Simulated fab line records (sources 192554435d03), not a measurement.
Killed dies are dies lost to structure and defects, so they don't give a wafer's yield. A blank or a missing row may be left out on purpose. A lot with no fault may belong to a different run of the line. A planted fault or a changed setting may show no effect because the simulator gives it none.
The tool behind it: which one? / flow n5 finfet / 10 lots with 30 wafers sampled at 7 steps, on a route of 1938 steps

## WHAT THE GAUGES READ, wafer by wafer
N5_BEOL_M4_INSPECT_59: inspects for defects (darkfield). Usual: raw defect count reads 72 (standard deviation 23).
lot=L789; measured=day 8 02:44; on=defect inspect-01; raw defect count=52 33 73; flag=
lot=L790; measured=day 8 07:21; on=defect inspect-01; raw defect count=57 70 82; flag=
lot=L795; measured=day 10 03:47; on=defect inspect-02; raw defect count=127 97 85; flag=
lot=L797; measured=day 11 02:28; on=defect inspect-01; raw defect count=52 118 92; flag=
lot=L798; measured=day 11 21:06; on=defect inspect-01; raw defect count=112 110 128; flag=
lot=L804; measured=day 13 14:56; on=defect inspect-02; raw defect count=507 479 481; flag=OFF
lot=L807; measured=day 13 20:11; on=defect inspect-01; raw defect count=78 55 78; flag=
lot=L810; measured=day 14 01:35; on=defect inspect-01; raw defect count=50 50 60; flag=
lot=L806; measured=day 14 06:41; on=defect inspect-02; raw defect count=454 481 441; flag=OFF
lot=L811; measured=day 14 14:22; on=defect inspect-02; raw defect count=58 55 75; flag=

N5_BEOL_M4_RC_MEAS_101. Usual: DIBL_N 36.3 mV/V, standard deviation 2; DIBL_P 36.3 mV/V, standard deviation 2.4; IOFF_N 0.16 nA/um, standard deviation 0.034; IOFF_P 0.21 nA/um, standard deviation 0.035; ION_N 672 uA/um, standard deviation 12; ION_P 459 uA/um, standard deviation 6.5; SS_N 71.6 mV/dec, standard deviation 0.67; SS_P 73.3 mV/dec, standard deviation 0.71; VT_N 250 mV, standard deviation 3.5; VT_P -251 mV, standard deviation 3.
lot=L789; measured=day 8 03:04; on=prober-01; DIBL_N (mV/V)=35.5 35.7 34.9; DIBL_P (mV/V)=35.7 35.9 34.7; IOFF_N (nA/um)=0.15 0.15 0.13; IOFF_P (nA/um)=0.20 0.21 0.19; ION_N (uA/um)=662 661 655; ION_P (uA/um)=458 459 450; SS_N (mV/dec)=71.6 71.4 71.9; SS_P (mV/dec)=73.3 72.8 72.6; VT_N (mV)=250 254 251; VT_P (mV)=-251 -251 -251; flag=
lot=L790; measured=day 8 07:41; on=prober-02; DIBL_N (mV/V)=32.6 32.3 32.3; DIBL_P (mV/V)=31.7 31.6 31.5; IOFF_N (nA/um)=0.10 0.10 0.10; IOFF_P (nA/um)=0.15 0.15 0.15; ION_N (uA/um)=651 653 664; ION_P (uA/um)=456 453 456; SS_N (mV/dec)=70.0 69.8 70.1; SS_P (mV/dec)=72.0 71.8 72.1; VT_N (mV)=259 256 257; VT_P (mV)=-256 -253 -254; flag=
lot=L795; measured=day 10 03:58; on=prober-02; DIBL_N (mV/V)=31.6 33.2 33.5; DIBL_P (mV/V)=31.6 33.4 34.0; IOFF_N (nA/um)=0.11 0.13 0.14; IOFF_P (nA/um)=0.16 0.18 0.20; ION_N (uA/um)=650 660 668; ION_P (uA/um)=451 457 458; SS_N (mV/dec)=71.4 70.7 71.6; SS_P (mV/dec)=72.7 72.2 73.1; VT_N (mV)=258 252 251; VT_P (mV)=-253 -251 -248; flag=
lot=L797; measured=day 11 02:29; on=prober-02; DIBL_N (mV/V)=36.2 40.1 39.7; DIBL_P (mV/V)=34.9 40.8 37.9; IOFF_N (nA/um)=0.14 0.23 0.20; IOFF_P (nA/um)=0.16 0.26 0.21; ION_N (uA/um)=668 681 677; ION_P (uA/um)=452 462 453; SS_N (mV/dec)=71.8 72.4 73.6; SS_P (mV/dec)=73.0 73.9 73.3; VT_N (mV)=253 245 252; VT_P (mV)=-257 -251 -252; flag=
lot=L798; measured=day 11 21:26; on=prober-02; DIBL_N (mV/V)=38.4 37.1 35.5; DIBL_P (mV/V)=39.9 37.6 36.4; IOFF_N (nA/um)=0.19 0.17 0.14; IOFF_P (nA/um)=0.26 0.24 0.20; ION_N (uA/um)=689 673 669; ION_P (uA/um)=467 465 459; SS_N (mV/dec)=71.9 71.4 70.8; SS_P (mV/dec)=74.1 73.6 73.8; VT_N (mV)=247 251 251; VT_P (mV)=-250 -246 -249; flag=
lot=L804; measured=day 13 14:58; on=prober-02; DIBL_N (mV/V)=36.1 36.9 36.7; DIBL_P (mV/V)=37.3 37.7 38.0; IOFF_N (nA/um)=0.15 0.16 0.16; IOFF_P (nA/um)=0.22 0.22 0.22; ION_N (uA/um)=661 669 684; ION_P (uA/um)=462 469 474; SS_N (mV/dec)=71.3 70.7 72.0; SS_P (mV/dec)=73.1 72.8 73.5; VT_N (mV)=249 249 249; VT_P (mV)=-248 -245 -248; flag=
lot=L807; measured=day 13 20:22; on=prober-02; DIBL_N (mV/V)=36.9 34.1 39.1; DIBL_P (mV/V)=37.5 33.3 39.4; IOFF_N (nA/um)=0.17 0.12 0.21; IOFF_P (nA/um)=0.21 0.14 0.23; ION_N (uA/um)=678 659 682; ION_P (uA/um)=459 448 458; SS_N (mV/dec)=71.0 70.7 72.3; SS_P (mV/dec)=73.6 72.5 73.4; VT_N (mV)=248 255 246; VT_P (mV)=-251 -256 -251; flag=
lot=L810; measured=day 14 01:46; on=prober-02; DIBL_N (mV/V)=36.8 33.8 34.3; DIBL_P (mV/V)=36.2 32.4 33.0; IOFF_N (nA/um)=0.16 0.12 0.13; IOFF_P (nA/um)=0.20 0.15 0.16; ION_N (uA/um)=676 666 672; ION_P (uA/um)=458 460 459; SS_N (mV/dec)=71.6 70.9 70.7; SS_P (mV/dec)=74.0 72.0 72.4; VT_N (mV)=251 255 253; VT_P (mV)=-249 -256 -252; flag=
lot=L806; measured=day 14 07:01; on=prober-02; DIBL_N (mV/V)=37.0 34.8 38.7; DIBL_P (mV/V)=38.8 34.8 38.5; IOFF_N (nA/um)=0.20 0.15 0.24; IOFF_P (nA/um)=0.25 0.19 0.24; ION_N (uA/um)=682 666 676; ION_P (uA/um)=462 454 458; SS_N (mV/dec)=71.8 71.2 72.4; SS_P (mV/dec)=74.3 74.1 74.0; VT_N (mV)=247 249 244; VT_P (mV)=-248 -252 -249; flag=
lot=L811; measured=day 14 14:23; on=prober-01; DIBL_N (mV/V)=36.8 37.2 36.1; DIBL_P (mV/V)=37.1 37.9 36.1; IOFF_N (nA/um)=0.19 0.20 0.18; IOFF_P (nA/um)=0.22 0.24 0.21; ION_N (uA/um)=680 679 684; ION_P (uA/um)=459 459 462; SS_N (mV/dec)=71.8 72.0 72.0; SS_P (mV/dec)=73.0 73.4 72.6; VT_N (mV)=248 246 245; VT_P (mV)=-249 -248 -251; flag=

N5_BEOL_M5_INSPECT_13: inspects for defects (brightfield). Usual: raw defect count reads 412 (standard deviation 100).
lot=L789; measured=day 8 07:08; on=defect inspect-01; raw defect count=283 323 277; flag=
lot=L790; measured=day 8 12:13; on=defect inspect-02; raw defect count=480 490 357; flag=
lot=L795; measured=day 10 07:14; on=defect inspect-02; raw defect count=414 451 533; flag=
lot=L797; measured=day 11 05:46; on=defect inspect-02; raw defect count=264 353 306; flag=
lot=L798; measured=day 12 02:02; on=defect inspect-01; raw defect count=703 396 593; flag=
lot=L804; measured=day 13 17:20; on=defect inspect-01; raw defect count=849 969 708; flag=OFF
lot=L807; measured=day 14 01:16; on=defect inspect-01; raw defect count=516 448 393; flag=
lot=L810; measured=day 14 05:13; on=defect inspect-01; raw defect count=497 530 588; flag=
lot=L806; measured=day 14 08:59; on=defect inspect-02; raw defect count=682 861 717; flag=OFF
lot=L811; measured=day 14 19:01; on=defect inspect-01; raw defect count=371 484 526; flag=

## WHICH TOOL RAN EACH LOT (tool, then ch and the chambers of the sampled wafers, then the start)
lot=L789; N5_BEOL_M4_ANNEAL_93=pvd sputter-03, day 8 01:17; N5_BEOL_M4_SPUTTER_96=pvd sputter-03, day 8 01:39; N5_BEOL_M4_ANNEAL_51=rtp anneal-01 ch 0, day 8 01:56; N5_BEOL_M4_PRE_CLEAN_56=pecvd-04 ch 0,2, day 8 02:37
lot=L790; N5_BEOL_M4_ANNEAL_93=pvd sputter-01, day 8 05:52; N5_BEOL_M4_SPUTTER_96=pvd sputter-01, day 8 06:13; N5_BEOL_M4_ANNEAL_51=rtp anneal-01 ch 0, day 8 06:30; N5_BEOL_M4_PRE_CLEAN_56=pecvd-01 ch 1,2, day 8 07:14
lot=L795; N5_BEOL_M4_ANNEAL_93=pvd sputter-03, day 10 02:20; N5_BEOL_M4_SPUTTER_96=pvd sputter-03, day 10 02:41; N5_BEOL_M4_ANNEAL_51=rtp anneal-02 ch 0, day 10 02:56; N5_BEOL_M4_PRE_CLEAN_56=pecvd-01 ch 0, day 10 03:38
lot=L797; N5_BEOL_M4_ANNEAL_93=pvd sputter-03, day 11 01:02; N5_BEOL_M4_SPUTTER_96=pvd sputter-03, day 11 01:23; N5_BEOL_M4_ANNEAL_51=rtp anneal-02 ch 0, day 11 01:35; N5_BEOL_M4_PRE_CLEAN_56=pecvd-01 ch 0,1,2, day 11 02:20
lot=L798; N5_BEOL_M4_ANNEAL_93=pvd sputter-01, day 11 19:39; N5_BEOL_M4_SPUTTER_96=pvd sputter-01, day 11 20:01; N5_BEOL_M4_ANNEAL_51=rtp anneal-02 ch 0, day 11 20:17; N5_BEOL_M4_PRE_CLEAN_56=pecvd-02 ch 0,1, day 11 20:59
lot=L804; N5_BEOL_M4_ANNEAL_93=pvd sputter-02, day 13 13:28; N5_BEOL_M4_SPUTTER_96=pvd sputter-02, day 13 13:51; N5_BEOL_M4_ANNEAL_51=rtp anneal-01 ch 0, day 13 14:03; N5_BEOL_M4_PRE_CLEAN_56=pecvd-01 ch 0,1, day 13 14:49
lot=L807; N5_BEOL_M4_ANNEAL_93=pvd sputter-03, day 13 18:45; N5_BEOL_M4_SPUTTER_96=pvd sputter-03, day 13 19:07; N5_BEOL_M4_ANNEAL_51=rtp anneal-02 ch 0, day 13 19:21; N5_BEOL_M4_PRE_CLEAN_56=pecvd-04 ch 1,2, day 13 20:04
lot=L810; N5_BEOL_M4_ANNEAL_93=pvd sputter-03, day 14 00:09; N5_BEOL_M4_SPUTTER_96=pvd sputter-03, day 14 00:31; N5_BEOL_M4_ANNEAL_51=rtp anneal-01 ch 0, day 14 00:45; N5_BEOL_M4_PRE_CLEAN_56=pecvd-04 ch 1,2, day 14 01:28
lot=L806; N5_BEOL_M4_ANNEAL_93=pvd sputter-03, day 14 05:15; N5_BEOL_M4_SPUTTER_96=pvd sputter-03, day 14 05:37; N5_BEOL_M4_ANNEAL_51=rtp anneal-02 ch 0, day 14 05:54; N5_BEOL_M4_PRE_CLEAN_56=pecvd-01 ch 0,1,2, day 14 06:34
lot=L811; N5_BEOL_M4_ANNEAL_93=pvd sputter-03, day 14 12:40; N5_BEOL_M4_SPUTTER_96=pvd sputter-03, day 14 13:01; N5_BEOL_M4_ANNEAL_51=rtp anneal-02 ch 0, day 14 13:29; N5_BEOL_M4_PRE_CLEAN_56=pecvd-02 ch 0,1, day 14 14:14
- N5_BEOL_M4_ANNEAL_93: time 240 s.
- N5_BEOL_M4_SPUTTER_96: material Cu, target thk 4.5 nm, time 8.29 s.
- N5_BEOL_M4_ANNEAL_51: time 90 s.
- N5_BEOL_M4_PRE_CLEAN_56: time 15 s.

## WHAT THE TOOLS THEMSELVES READ (means of the sampled wafers that have a number; where no wafer has one, the mark that the record gives instead)
N5_BEOL_M4_ANNEAL_93. Usual: heater power w reads 835 W (standard deviation 80).
lot=L789; tool=pvd sputter-03; heater power w (W)=784; flag=
lot=L790; tool=pvd sputter-01; heater power w (W)=865; flag=
lot=L795; tool=pvd sputter-03; heater power w (W)=810; flag=
lot=L797; tool=pvd sputter-03; heater power w (W)=821; flag=
lot=L798; tool=pvd sputter-01; heater power w (W)=868; flag=
lot=L804; tool=pvd sputter-02; heater power w (W)=867; flag=
lot=L807; tool=pvd sputter-03; heater power w (W)=789; flag=
lot=L810; tool=pvd sputter-03; heater power w (W)=847; flag=
lot=L806; tool=pvd sputter-03; heater power w (W)=858; flag=
lot=L811; tool=pvd sputter-03; heater power w (W)=828; flag=

N5_BEOL_M4_SPUTTER_96. Usual: substrate temp c -19.98 C, standard deviation 0.11; throttle valve pct 30.2 %, standard deviation 0.99.
lot=L789; tool=pvd sputter-03; substrate temp c (C)=-20.02; throttle valve pct (%)=29.0; flag=
lot=L790; tool=pvd sputter-01; substrate temp c (C)=-19.98; throttle valve pct (%)=30.7; flag=
lot=L795; tool=pvd sputter-03; substrate temp c (C)=-19.94; throttle valve pct (%)=30.1; flag=
lot=L797; tool=pvd sputter-03; substrate temp c (C)=-19.99; throttle valve pct (%)=30.5; flag=
lot=L798; tool=pvd sputter-01; substrate temp c (C)=-20.00; throttle valve pct (%)=30.4; flag=
lot=L804; tool=pvd sputter-02; substrate temp c (C)=-20.00; throttle valve pct (%)=30.5; flag=
lot=L807; tool=pvd sputter-03; substrate temp c (C)=-19.91; throttle valve pct (%)=30.7; flag=
lot=L810; tool=pvd sputter-03; substrate temp c (C)=-19.86; throttle valve pct (%)=30.5; flag=
lot=L806; tool=pvd sputter-03; substrate temp c (C)=-20.02; throttle valve pct (%)=30.0; flag=
lot=L811; tool=pvd sputter-03; substrate temp c (C)=-20.06; throttle valve pct (%)=30.0; flag=

N5_BEOL_M4_ANNEAL_51. Usual: wafer_temp_C_max reads 225.85 (standard deviation 0.23).
lot=L789; tool=rtp anneal-01; wafer_temp_C_max=225.62; flag=
lot=L790; tool=rtp anneal-01; wafer_temp_C_max=225.76; flag=
lot=L795; tool=rtp anneal-02; wafer_temp_C_max=225.96; flag=
lot=L797; tool=rtp anneal-02; wafer_temp_C_max=225.77; flag=
lot=L798; tool=rtp anneal-02; wafer_temp_C_max=225.90; flag=
lot=L804; tool=rtp anneal-01; wafer_temp_C_max=225.63; flag=
lot=L807; tool=rtp anneal-02; wafer_temp_C_max=225.74; flag=
lot=L810; tool=rtp anneal-01; wafer_temp_C_max=225.94; flag=
lot=L806; tool=rtp anneal-02; wafer_temp_C_max=225.75; flag=
lot=L811; tool=rtp anneal-02; wafer_temp_C_max=225.73; flag=

## THE ANSWER, worked out from the rows above alone
Rule: lot off if the mean of its wafers having a number is beyond 3 standard deviations from the usual mean. A lot without any number at a reading at which 4 lots or more have one is off too. The other lots that the step has rows for count as sound. After the gauges, taken in route order, come the tools' own readings; for these a lot's mean is taken, as printed above. The first step at which some lot is off is used, and at that step the reading that is off furthest; a lot without a number counts as furthest.
Off: L804, L806, at N5_BEOL_M4_INSPECT_59 (raw defect count).
If a tool, at a process step before that reading, ran all the lots that are off and no sound lot after the first of them, it fits. The gauges at N5_BEOL_M4_INSPECT_59 are tried like those tools. One fits: N5_BEOL_M4_PRE_CLEAN_56 on pecvd-01. A fault onset in the window from L797 (day 11 02:20, its last sound lot) to L804 (day 13 14:49, its first lot off) fits.

## WHAT THE SIMULATOR HAD PUT IN
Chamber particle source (pecvd-01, N5_BEOL_M4_PRE_CLEAN_56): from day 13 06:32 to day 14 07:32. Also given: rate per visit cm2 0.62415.
Shown lots that were struck: L804, L806. The rule above found the same.
